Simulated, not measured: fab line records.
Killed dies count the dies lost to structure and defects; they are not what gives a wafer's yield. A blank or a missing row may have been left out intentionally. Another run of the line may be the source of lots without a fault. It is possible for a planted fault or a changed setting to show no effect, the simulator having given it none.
Chamber matching + flow n5Finfet + 4 sister chambers for N5_SD_EPI_P_SD_RECESS_17 on rieSi-02
The step chemistry HBr/Cl2/O2, target depth 39.1 nm, bt time 3 s. 4 wafers are shown with their chamber, then 7 later ones without.

## WAFERS PAIRED WITH THEIR CHAMBERS
| wafer  | chamber | throttleValvePct (%) |
|--------|---------|----------------------|
| L730.2 | 3       | 37.45                |
| L730.6 | 1       | 37.11                |
| L736.1 | 2       | 36.68                |
| L736.4 | 0       | 36.93                |

## WAFERS WITH NO CHAMBER GIVEN
| wafer  | throttleValvePct (%) |
|--------|----------------------|
| L736.5 | 37.44                |
| L740.1 | 37.44                |
| L740.5 | 37.44                |
| L740.6 | 36.92                |
| L741.4 | 37.46                |
| L741.5 | 36.68                |
| L741.6 | 37.11                |

## THE CHAMBER EACH PASSED THROUGH
| wafer  | from the rows above | in truth |
|--------|---------------------|----------|
| L736.5 | 3                   | 3        |
| L740.1 | 3                   | 3        |
| L740.5 | 3                   | 3        |
| L740.6 | 0                   | 0        |
| L741.4 | 3                   | 3        |
| L741.5 | 2                   | 2        |
| L741.6 | 1                   | 1        |
7 of 7 placed correctly. Left unplaced by these rows: 0. 0 placed wrongly.
How it was worked out, from the rows above alone: a wafer's distance from a chamber is the root of the sum, over the readings, of the square of ((its reading less the chamber's mean) divided by the reading's scatter). The wafer belongs to the nearest chamber; if the next one is less than 2 further off, it can't be placed. Each chamber's mean is taken over the wafers shown for it. The scatter (one wafer shown for each chamber): square how far every hidden wafer sits from the nearest shown wafer, average those squares and take the square root.
